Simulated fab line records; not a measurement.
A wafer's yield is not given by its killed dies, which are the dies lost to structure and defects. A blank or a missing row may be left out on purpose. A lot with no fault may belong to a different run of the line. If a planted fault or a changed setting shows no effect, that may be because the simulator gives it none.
fab line records	flow n5Finfet
record lots=24	wafers=72	lastDay=20
route steps=1938 shown BEOL_M4@1091 BEOL_M5@1115 BEOL_M6@1198
lots that met no fault: from a run of the same line without faults
startH: hours from the record's opening day to when the first of the lot's shown wafers began	waitH: hours elapsed since this lot's preceding step	" unchanged from the row above	L1.1+2: a single row standing in for several wafers	- no value present, or no start provided	* or withheld: withheld	< > ~ a bound
route shown NAME@n: a module of which the file shows steps, and the number in the route of the first	usual: the fault-free wafers' mean and standard deviation	same: alike in all rows	chamber/n: place in a boat	sites: each site's reading	_std_site: the values' standard deviation	_edge_site: mean of outer sites minus mean of inner sites	radiusMm: for every site, how far away it sits from the centre of the wafer	mask NAME#n: copy n	behind: the most recent tool/chamber to have shaped the wafer	hold: why the lot was held/for how many hours/how that ended	device: whichever transistor did not switch (one of n, p or np)	end of line: the route-end tests of the same wafers	where a step has no rows: the recipe by itself	killed: dies lost to structure and defects at the first sort, not the wafer's yield	map: the dies of a wafer, with x for killed, . for not killed, _ for no die there
set.NAME: the setting as run; set.NAME@STEP: as run at that earlier step	model.NAME: the simulator's own value behind a step, which no gauge read
steps of the route over a sample of lots; a table a step, a row a wafer
services: from which hour (startH, from the record's first day; less than 0 if before it) a tool's chamber was out of use, for how many hours, and why
## steps
# step N5_BEOL_M4_ANNEAL_87
# recipe tempC=400	timeS=240	ambient=vacuum
# usual heaterPowerW=836/71
lot.wafer	tool	chamber	startH	waitH	heaterPowerW
L074.3	pvdSputter-02	-	208.40	0.0	820
L074.4	"	-	"	"	835
L074.5	"	-	"	"	869
L075.2	pvdSputter-01	-	241.88	0.0	727
L075.4	"	-	"	"	943
L075.6	"	-	"	"	916
L076.1	pvdSputter-01	-	247.69	0.0	714
L076.4	"	-	"	"	928
L076.6	"	-	"	"	728
L077.1	pvdSputter-02	-	250.38	0.0	845
L077.2	"	-	"	"	843
L077.5	"	-	"	"	845
L078.1	pvdSputter-03	-	256.38	0.0	737
L078.3	"	-	"	"	748
L078.4	"	-	"	"	878
L080.1	pvdSputter-01	-	263.69	0.0	729
L080.2	"	-	"	"	830
L080.5	"	-	"	"	932
L081.1	pvdSputter-03	-	266.74	0.0	910
L081.3	"	-	"	"	891
L081.4	"	-	"	"	747
L082.3	pvdSputter-03	-	272.98	0.0	740
L082.5	"	-	"	"	748
L082.6	"	-	"	"	885
L083.1	pvdSputter-01	-	273.85	0.0	931
L083.5	"	-	"	"	941
L083.6	"	-	"	"	931
L084.3	pvdSputter-02	-	278.80	0.0	866
L084.5	"	-	"	"	811
L084.6	"	-	"	"	824
L085.3	pvdSputter-03	-	286.73	0.0	721
L085.4	"	-	"	"	867
L085.6	"	-	"	"	901
L086.2	pvdSputter-03	-	293.61	0.0	757
L086.3	"	-	"	"	877
L086.6	"	-	"	"	881
L092.2	pvdSputter-02	-	293.75	0.0	763
L092.3	"	-	"	"	866
L092.4	"	-	"	"	856
L088.3	pvdSputter-03	-	307.82	0.0	741
L088.5	"	-	"	"	746
L088.6	"	-	"	"	910
L089.2	pvdSputter-02	-	309.64	0.0	857
L089.4	"	-	"	"	763
L089.5	"	-	"	"	853
L087.3	pvdSputter-01	-	312.67	0.0	822
L087.4	"	-	"	"	933
L087.6	"	-	"	"	833
L090.2	pvdSputter-02	-	317.16	0.0	770
L090.4	"	-	"	"	838
L090.5	"	-	"	"	804
L091.1	pvdSputter-02	-	320.08	0.0	857
L091.3	"	-	"	"	829
L091.4	"	-	"	"	730
L093.3	pvdSputter-01	-	324.93	0.0	752
L093.5	"	-	"	"	740
L093.6	"	-	"	"	943
L079.1	pvdSputter-02	-	345.17	0.0	868
L079.2	"	-	"	"	780
L079.6	"	-	"	"	742
L097.1	pvdSputter-03	-	345.31	0.0	726
L097.2	"	-	"	"	757
L097.6	"	-	"	"	750
L096.1	pvdSputter-01	-	356.30	0.0	924
L096.3	"	-	"	"	735
L096.6	"	-	"	"	716
L095.1	pvdSputter-01	-	361.94	0.0	818
L095.4	"	-	"	"	933
L095.6	"	-	"	"	804
L094.1	pvdSputter-02	-	367.31	0.0	854
L094.2	"	-	"	"	839
L094.6	"	-	"	"	763
# step N5_BEOL_M4_ANNEAL_51
# recipe tempC=225	timeS=90	ambient=N2
# usual wafer_temp_C_max=226.00/0.23
lot.wafer	tool	chamber	startH	waitH	wafer_temp_C_max
L074.3	rtpAnneal-02	0	209.79	0.2	226.22
L074.4	"	0	"	"	226.22
L074.5	"	0	"	"	226.01
L075.2	rtpAnneal-01	0	243.44	0.3	225.74
L075.4	"	0	"	"	225.97
L075.6	"	0	"	"	225.76
L076.1	rtpAnneal-01	0	248.90	0.1	225.56
L076.4	"	0	"	"	225.99
L076.6	"	0	"	"	225.58
L077.1	rtpAnneal-02	0	251.60	0.1	225.74
L077.2	"	0	"	"	226.39
L077.5	"	0	"	"	226.11
L078.1	rtpAnneal-02	0	257.60	0.1	225.98
L078.3	"	0	"	"	226.00
L078.4	"	0	"	"	226.38
L080.1	rtpAnneal-01	0	264.91	0.1	226.08
L080.2	"	0	"	"	226.12
L080.5	"	0	"	"	226.08
L081.1	rtpAnneal-02	0	268.20	0.3	226.11
L081.3	"	0	"	"	226.06
L081.4	"	0	"	"	226.17
L082.3	rtpAnneal-02	0	274.68	0.5	226.22
L082.5	"	0	"	"	226.11
L082.6	"	0	"	"	225.99
L083.1	rtpAnneal-01	0	275.23	0.2	225.75
L083.5	"	0	"	"	225.74
L083.6	"	0	"	"	225.88
L084.3	rtpAnneal-01	0	280.10	0.1	225.67
L084.5	"	0	"	"	225.84
L084.6	"	0	"	"	225.63
L085.3	rtpAnneal-02	0	288.03	0.1	225.80
L085.4	"	0	"	"	225.94
L085.6	"	0	"	"	226.15
L086.2	rtpAnneal-02	0	294.87	0.1	226.34
L086.3	"	0	"	"	225.88
L086.6	"	0	"	"	226.06
L092.2	rtpAnneal-01	0	295.01	0.1	225.74
L092.3	"	0	"	"	225.93
L092.4	"	0	"	"	225.94
L088.3	rtpAnneal-01	0	309.26	0.3	226.20
L088.5	"	0	"	"	226.10
L088.6	"	0	"	"	225.85
L089.2	rtpAnneal-01	0	310.90	0.1	225.67
L089.4	"	0	"	"	225.52
L089.5	"	0	"	"	226.10
L087.3	rtpAnneal-01	0	314.07	0.2	226.04
L087.4	"	0	"	"	226.18
L087.6	"	0	"	"	226.36
L090.2	rtpAnneal-02	0	318.42	0.1	226.10
L090.4	"	0	"	"	226.45
L090.5	"	0	"	"	226.19
L091.1	rtpAnneal-01	0	321.30	0.1	226.28
L091.3	"	0	"	"	226.01
L091.4	"	0	"	"	225.96
L093.3	rtpAnneal-02	0	326.36	0.3	226.08
L093.5	"	0	"	"	226.29
L093.6	"	0	"	"	226.39
L079.1	rtpAnneal-02	0	346.38	0.1	226.12
L079.2	"	0	"	"	226.04
L079.6	"	0	"	"	225.99
L097.1	rtpAnneal-01	0	346.75	0.3	225.83
L097.2	"	0	"	"	225.90
L097.6	"	0	"	"	225.74
L096.1	rtpAnneal-01	0	357.58	0.1	225.84
L096.3	"	0	"	"	225.72
L096.6	"	0	"	"	225.71
L094.1	rtpAnneal-02	0	368.53	0.1	226.05
L094.2	"	0	"	"	226.69
L094.6	"	0	"	"	226.04
L095.1	rtpAnneal-01	0	372.67	0.1	226.27
L095.4	"	0	"	"	225.88
L095.6	"	0	"	"	226.01
# step N5_BEOL_M5_PECVD_70
# recipe material=SiO2	targetThkA=160	tempC=400	precursor=TEOS/O2	pressureTorr=5.5	rfW=450	teosFlowSccm=53.8	gas=O2	flowSccm=3000	timeS=18
# usual heaterPowerOuterW=444/82	heaterPowerW=759/110	showerheadPlenumPTorr=8.77/0.062	throttleValvePct=22.2/0.58
lot.wafer	tool	chamber	startH	waitH	heaterPowerOuterW	heaterPowerW	showerheadPlenumPTorr	throttleValvePct
L074.3	pecvd-02	2	212.39	0.0	580	936	8.79	21.9
L074.4	"	0	"	"	426	702	8.71	22.9
L074.5	"	1	"	"	448	788	8.67	22.3
L075.2	pecvd-04	2	246.08	0.0	388	660	8.74	22.0
L075.4	"	1	"	"	560	877	8.78	22.7
L075.6	"	0	"	"	419	715	8.76	22.6
L076.1	pecvd-03	1	251.47	0.0	406	707	8.84	22.3
L076.4	"	2	"	"	413	756	8.74	20.9
L076.6	"	0	"	"	371	658	8.85	22.3
L077.1	pecvd-02	0	254.57	0.0	455	738	8.70	23.1
L077.2	"	1	"	"	390	712	8.66	22.4
L077.5	"	1	"	"	396	734	8.70	22.3
L078.1	pecvd-02	1	260.61	0.0	415	790	8.69	22.3
L078.3	"	0	"	"	450	752	8.72	22.6
L078.4	"	1	"	"	432	787	8.68	22.2
L080.1	pecvd-03	1	268.85	0.0	316	587	8.86	22.0
L080.2	"	0	"	"	361	644	8.87	22.1
L080.5	"	0	"	"	352	650	8.85	22.6
L081.1	pecvd-04	1	270.68	0.0	579	929	8.79	22.8
L081.3	"	0	"	"	343	600	8.77	22.8
L081.4	"	0	"	"	347	595	8.79	22.4
L082.3	pecvd-03	1	277.07	0.0	391	688	8.85	21.9
L082.5	"	1	"	"	367	675	8.84	22.3
L082.6	"	2	"	"	511	872	8.74	20.9
L083.1	pecvd-03	0	277.72	0.0	333	615	8.85	22.4
L083.5	"	1	"	"	390	703	8.86	22.0
L083.6	"	2	"	"	428	767	8.73	20.7
L084.3	pecvd-03	0	282.52	0.0	372	674	8.84	22.5
L084.5	"	1	"	"	417	708	8.84	22.2
L084.6	"	2	"	"	470	809	8.75	20.7
L085.3	pecvd-03	2	290.42	0.0	530	918	8.73	20.6
L085.4	"	0	"	"	372	663	8.86	22.4
L085.6	"	2	"	"	533	926	8.73	20.8
L086.2	pecvd-02	0	297.32	0.0	413	706	8.72	23.0
L086.3	"	2	"	"	549	902	8.77	22.2
L086.6	"	2	"	"	566	943	8.79	22.0
L092.2	pecvd-04	1	297.44	0.0	575	906	8.81	22.7
L092.3	"	0	"	"	380	630	8.76	22.5
L092.4	"	1	"	"	571	933	8.80	22.8
L088.3	pecvd-02	1	311.73	0.0	356	671	8.68	22.2
L088.5	"	1	"	"	353	688	8.70	22.1
L088.6	"	0	"	"	408	690	8.72	23.0
L089.2	pecvd-02	1	314.41	0.0	439	780	8.66	22.2
L089.4	"	1	"	"	431	805	8.68	22.3
L089.5	"	2	"	"	546	870	8.82	22.0
L087.3	pecvd-04	0	316.48	0.0	424	669	8.77	22.4
L087.4	"	0	"	"	411	671	8.78	22.7
L087.6	"	1	"	"	556	907	8.80	23.0
L090.2	pecvd-02	2	320.87	0.0	646	1000	8.79	22.2
L090.4	"	0	"	"	461	733	8.70	22.7
L090.5	"	2	"	"	659	1001	8.80	22.2
L091.1	pecvd-03	0	323.78	0.0	378	691	8.87	22.5
L091.3	"	1	"	"	379	701	8.84	22.0
L091.4	"	1	"	"	401	673	8.86	21.9
L093.3	pecvd-02	2	328.79	0.0	591	932	8.79	22.0
L093.5	"	2	"	"	602	909	8.78	22.3
L093.6	"	1	"	"	353	677	8.70	22.3
L079.1	pecvd-04	1	348.87	0.0	541	891	8.77	23.0
L079.2	"	2	"	"	460	751	8.75	22.3
L079.6	"	2	"	"	481	778	8.76	22.3
L097.1	pecvd-02	2	349.28	0.0	539	832	8.79	22.5
L097.2	"	0	"	"	416	682	8.71	22.8
L097.6	"	1	"	"	427	764	8.67	22.2
L096.1	pecvd-03	0	360.07	0.0	284	548	8.84	22.6
L096.3	"	2	"	"	505	914	8.74	21.1
L096.6	"	1	"	"	330	624	8.87	21.8
L094.1	pecvd-02	1	371.51	0.0	448	795	8.70	22.3
L094.2	"	2	"	"	650	1027	8.78	22.2
L094.6	"	0	"	"	431	719	8.70	22.9
L095.1	pecvd-03	2	375.17	0.0	468	846	8.76	21.2
L095.4	"	0	"	"	381	700	8.85	22.6
L095.6	"	2	"	"	483	826	8.72	21.0
# step N5_BEOL_M5_CD_MEAS_28
# recipe targetCdNm=30.6	landingEnergyEv=500	detector=seInlens	targetCdYNm=20	polarity=opening
# usual cdNm=30.59/0.27
# same landingEnergyEv=500
lot.wafer	tool	chamber	startH	waitH	cdNm
L074.3	cdSem-03	0	216.15	-	30.14
L074.4	"	0	"	"	30.32
L074.5	"	0	"	"	30.34
L075.2	cdSem-02	0	248.41	-	30.70
L075.4	"	0	"	"	30.44
L075.6	"	0	"	"	30.73
L076.1	cdSem-03	0	254.06	-	30.37
L076.4	"	0	"	"	30.44
L076.6	"	0	"	"	30.89
L077.1	cdSem-01	0	258.23	-	30.43
L077.2	"	0	"	"	30.63
L077.5	"	0	"	"	30.87
L078.1	cdSem-03	0	264.42	-	30.88
L078.3	"	0	"	"	30.94
L078.4	"	0	"	"	30.65
L080.1	cdSem-01	0	270.70	-	30.33
L080.2	"	0	"	"	30.16
L080.5	"	0	"	"	30.44
L081.1	cdSem-03	0	274.41	-	31.17
L081.3	"	0	"	"	31.10
L081.4	"	0	"	"	30.84
L082.3	cdSem-01	0	279.82	-	30.24
L082.5	"	0	"	"	30.41
L082.6	"	0	"	"	30.72
L083.1	cdSem-03	0	280.06	-	30.63
L083.5	"	0	"	"	30.62
L083.6	"	0	"	"	30.64
L084.3	cdSem-02	0	286.07	-	31.05
L084.5	"	0	"	"	30.77
L084.6	"	0	"	"	30.51
L085.3	cdSem-01	0	294.98	-	30.63
L085.4	"	0	"	"	30.55
L085.6	"	0	"	"	30.82
L092.2	cdSem-03	0	299.50	-	30.39
L092.3	"	0	"	"	30.91
L092.4	"	0	"	"	30.55
L086.2	cdSem-01	0	299.84	-	30.13
L086.3	"	0	"	"	30.25
L086.6	"	0	"	"	30.69
L088.3	cdSem-03	0	316.43	-	30.45
L088.5	"	0	"	"	30.54
L088.6	"	0	"	"	30.67
L089.2	cdSem-01	0	320.99	-	30.91
L089.4	"	0	"	"	30.58
L089.5	"	0	"	"	30.74
L087.3	cdSem-01	0	322.45	-	30.46
L087.4	"	0	"	"	30.63
L087.6	"	0	"	"	30.88
L090.2	cdSem-03	0	322.95	-	30.62
L090.4	"	0	"	"	30.62
L090.5	"	0	"	"	31.31
L091.1	cdSem-02	0	328.65	-	30.53
L091.3	"	0	"	"	30.39
L091.4	"	0	"	"	30.28
L093.3	cdSem-03	0	331.75	-	30.57
L093.5	"	0	"	"	30.38
L093.6	"	0	"	"	30.10
L079.1	cdSem-01	0	353.30	-	31.13
L079.2	"	0	"	"	30.68
L079.6	"	0	"	"	30.86
L097.1	cdSem-01	0	353.48	-	30.59
L097.2	"	0	"	"	30.60
L097.6	"	0	"	"	30.30
L096.1	cdSem-03	0	362.23	-	30.96
L096.3	"	0	"	"	30.44
L096.6	"	0	"	"	31.07
L094.1	cdSem-03	0	373.24	-	30.60
L094.2	"	0	"	"	30.95
L094.6	"	0	"	"	30.23
L095.1	cdSem-02	0	379.43	-	30.48
L095.4	"	0	"	"	30.34
L095.6	"	0	"	"	30.37
# step N5_BEOL_M5_OVL_MEAS_29
# recipe pointsPerWafer=522
# usual V4_OVL=-0.3/0.58
lot.wafer	tool	chamber	startH	waitH	V4_OVL[nm]
L074.3	overlay-01	0	216.19	0.0	-0.1
L074.4	"	0	"	"	0.6
L074.5	"	0	"	"	0.1
L075.2	overlay-02	0	248.44	0.0	0.5
L075.4	"	0	"	"	0.3
L075.6	"	0	"	"	-0.6
L076.1	overlay-01	0	254.09	0.0	-0.7
L076.4	"	0	"	"	-0.5
L076.6	"	0	"	"	0.7
L077.1	overlay-01	0	258.26	0.0	-0.8
L077.2	"	0	"	"	-0.7
L077.5	"	0	"	"	-0.7
L078.1	overlay-02	0	264.45	0.0	-0.3
L078.3	"	0	"	"	0.2
L078.4	"	0	"	"	0.0
L080.1	overlay-02	0	270.73	0.0	0.2
L080.2	"	0	"	"	-0.1
L080.5	"	0	"	"	-0.3
L081.1	overlay-02	0	274.44	0.0	-0.3
L081.3	"	0	"	"	0.2
L081.4	"	0	"	"	0.1
L082.3	overlay-01	0	279.86	0.0	0.8
L082.5	"	0	"	"	-0.6
L082.6	"	0	"	"	-0.4
L083.1	overlay-01	0	280.09	0.0	0.3
L083.5	"	0	"	"	-0.2
L083.6	"	0	"	"	-0.5
L084.3	overlay-01	0	286.11	0.0	-0.3
L084.5	"	0	"	"	-1.4
L084.6	"	0	"	"	-0.6
L085.3	overlay-01	0	295.02	0.0	0.4
L085.4	"	0	"	"	-0.1
L085.6	"	0	"	"	-0.3
L092.2	overlay-01	0	299.54	0.0	-0.1
L092.3	"	0	"	"	-0.9
L092.4	"	0	"	"	-0.2
L086.2	overlay-01	0	299.88	0.0	-1.3
L086.3	"	0	"	"	-0.4
L086.6	"	0	"	"	-1.1
L088.3	overlay-01	0	316.47	0.0	-0.6
L088.5	"	0	"	"	0.0
L088.6	"	0	"	"	-1.2
L089.2	overlay-01	0	321.03	0.0	0.0
L089.4	"	0	"	"	0.1
L089.5	"	0	"	"	-0.5
L087.3	overlay-02	0	322.49	0.0	0.3
L087.4	"	0	"	"	-0.2
L087.6	"	0	"	"	-0.6
L090.2	overlay-01	0	322.98	0.0	-1.3
L090.4	"	0	"	"	-1.5
L090.5	"	0	"	"	-1.2
L091.1	overlay-01	0	328.68	0.0	0.2
L091.3	"	0	"	"	0.4
L091.4	"	0	"	"	0.1
L093.3	overlay-02	0	331.79	0.0	0.1
L093.5	"	0	"	"	-0.1
L093.6	"	0	"	"	0.6
L079.1	overlay-02	0	353.33	0.0	-1.1
L079.2	"	0	"	"	-0.4
L079.6	"	0	"	"	-1.4
L097.1	overlay-01	0	353.51	0.0	-0.9
L097.2	"	0	"	"	-0.1
L097.6	"	0	"	"	-0.9
L096.1	overlay-02	0	362.26	0.0	-0.8
L096.3	"	0	"	"	-2.0
L096.6	"	0	"	"	0.2
L094.1	overlay-02	0	373.27	0.0	-0.7
L094.2	"	0	"	"	-1.0
L094.6	"	0	"	"	-0.9
L095.1	overlay-01	0	379.46	0.0	-0.7
L095.4	"	0	"	"	-0.6
L095.6	"	0	"	"	-0.9
# step N5_BEOL_M6_HM_DEP_02
# recipe material=TiN	targetThkA=200	tempC=25	chamberPressurePa=0.49996
# usual throttleValvePct=29.8/1.1
lot.wafer	tool	chamber	startH	waitH	throttleValvePct
L074.3	pvdSputter-03	-	224.92	0.6	29.7
L074.4	"	-	"	"	31.0
L074.5	"	-	"	"	31.2
L075.2	pvdSputter-03	-	257.56	0.8	29.5
L075.4	"	-	"	"	31.0
L075.6	"	-	"	"	29.5
L076.1	pvdSputter-02	-	262.97	0.5	31.1
L076.4	"	-	"	"	27.6
L076.6	"	-	"	"	30.6
L077.1	pvdSputter-03	-	268.20	1.4	30.7
L077.2	"	-	"	"	29.0
L077.5	"	-	"	"	28.9
L078.1	pvdSputter-03	-	274.56	2.0	28.9
L078.3	"	-	"	"	29.6
L078.4	"	-	"	"	31.0
L080.1	pvdSputter-01	-	280.89	1.2	30.6
L080.2	"	-	"	"	30.4
L080.5	"	-	"	"	29.0
L081.1	pvdSputter-02	-	286.79	2.4	30.5
L081.3	"	-	"	"	30.2
L081.4	"	-	"	"	31.0
L083.1	pvdSputter-03	-	290.97	2.7	29.7
L083.5	"	-	"	"	29.9
L083.6	"	-	"	"	29.1
L082.3	pvdSputter-03	-	291.23	2.5	29.8
L082.5	"	-	"	"	30.9
L082.6	"	-	"	"	31.1
L084.3	pvdSputter-01	-	295.58	1.4	29.7
L084.5	"	-	"	"	29.6
L084.6	"	-	"	"	28.6
L085.3	pvdSputter-03	-	305.42	2.2	29.7
L085.4	"	-	"	"	30.6
L085.6	"	-	"	"	29.2
L092.2	pvdSputter-01	-	309.06	1.3	28.7
L092.3	"	-	"	"	30.4
L092.4	"	-	"	"	30.6
L086.2	pvdSputter-01	-	309.26	0.6	30.6
L086.3	"	-	"	"	29.7
L086.6	"	-	"	"	30.5
L088.3	pvdSputter-03	-	327.28	1.8	29.9
L088.5	"	-	"	"	29.1
L088.6	"	-	"	"	29.7
L089.2	pvdSputter-02	-	330.35	0.7	30.3
L089.4	"	-	"	"	30.2
L089.5	"	-	"	"	27.1
L087.3	pvdSputter-02	-	332.57	0.4	27.2
L087.4	"	-	"	"	30.3
L087.6	"	-	"	"	29.8
L090.2	pvdSputter-03	-	334.27	0.8	30.7
L090.4	"	-	"	"	28.9
L090.5	"	-	"	"	31.1
L091.1	pvdSputter-02	-	340.24	2.9	27.5
L091.3	"	-	"	"	30.8
L091.4	"	-	"	"	30.1
L093.3	pvdSputter-01	-	341.31	0.4	29.8
L093.5	"	-	"	"	29.0
L093.6	"	-	"	"	30.3
L079.1	pvdSputter-03	-	363.57	1.5	30.9
L079.2	"	-	"	"	29.1
L079.6	"	-	"	"	31.3
L097.1	pvdSputter-02	-	363.95	0.7	27.4
L097.2	"	-	"	"	30.6
L097.6	"	-	"	"	27.2
L096.1	pvdSputter-02	-	371.39	0.5	30.9
L096.3	"	-	"	"	30.2
L096.6	"	-	"	"	30.7
L094.1	pvdSputter-02	-	384.06	1.8	30.3
L094.2	"	-	"	"	27.4
L094.6	"	-	"	"	30.9
L095.1	pvdSputter-02	-	388.63	0.7	30.8
L095.4	"	-	"	"	30.1
L095.6	"	-	"	"	31.0
## services
tool	chamber	startH	hours	kind
pecvd-03	2	202.38	-	clean
pecvd-03	2	202.38	-	consumableReplace:showerhead
pecvd-03	2	202.38	29.0	scheduledDown
pecvd-03	2	202.38	29.0	ventCycle
pecvd-04	2	209.60	-	calibration
pecvd-02	-	239.28	0.8	repair
pecvd-02	2	258.27	5.5	scheduledDown
pecvd-03	1	272.94	2.1	scheduledDown
pecvd-04	2	280.44	5.3	repair
pecvd-02	2	321.90	2.1	scheduledDown
pecvd-04	2	325.04	2.1	scheduledDown
pecvd-02	-	364.95	0.5	repair
pecvd-02	2	373.92	5.9	repair
pecvd-02	1	383.66	-	clean
pecvd-02	1	383.66	-	consumableReplace:showerhead
pecvd-02	1	383.66	29.0	scheduledDown
pecvd-02	1	383.66	29.0	ventCycle
pecvd-04	1	385.08	2.1	scheduledDown
## key
fault none
